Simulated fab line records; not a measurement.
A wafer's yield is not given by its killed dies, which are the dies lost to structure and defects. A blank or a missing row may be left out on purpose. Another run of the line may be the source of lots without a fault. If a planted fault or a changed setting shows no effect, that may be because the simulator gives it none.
Chamber matching ; flow nand-harc ; NHARC_A_STAIRCASE_DESCUM_252 on rie-diel-11: 4 sister chambers
The step chemistry O2, time 3 s. 8 wafers are shown with their chamber, then 12 later ones without.

== WAFERS WITH THEIR CHAMBER ==
wafer;chamber;drypump-motor-current-A (A);showerhead-plenum-p-Torr (Torr)
L087.1;3;5.2;2.01
L093.2;0;6.6;1.92
L093.4;2;5.4;1.96
L093.1;3;5.3;2.01
L093.6;0;6.6;1.92
L097.3;1;5.1;1.88
L097.4;2;5.4;1.95
L097.6;1;5.1;1.88

== WAFERS MISSING THEIR CHAMBER ==
wafer;drypump-motor-current-A (A);showerhead-plenum-p-Torr (Torr)
L097.1;5.2;2.00
L097.2;6.7;1.92
L097.5;5.4;1.95
L096.1;6.6;1.92
L096.3;5.1;1.88
L096.6;6.6;1.92
L095.1;5.2;2.00
L095.2;5.1;1.88
L095.5;5.4;1.95
L095.3;5.4;1.95
L095.4;6.6;1.91
L095.6;5.1;1.88

== EACH ONE'S CHAMBER ==
wafer;from the rows above;in truth
L097.1;3;3
L097.2;0;0
L097.5;2;2
L096.1;0;0
L096.3;1;1
L096.6;0;0
L095.1;3;3
L095.2;1;1
L095.5;2;2
L095.3;2;2
L095.4;0;0
L095.6;1;1
Correctly placed: 12 of 12. Can't be placed from these rows: 0. Placed wrongly: 0.
How it was worked out, from the rows above alone: a wafer's distance from a chamber is the root of the sum, over the readings, of the square of ((its reading less the chamber's mean) divided by the reading's scatter). The wafer belongs to the nearest chamber; if the next one is less than 2 further off, it can't be placed. A chamber's mean is the mean of its shown wafers. The scatter: take each reading less its chamber's mean, square it, sum over the shown wafers, divide by the number of wafers less the number of chambers, and take the root.
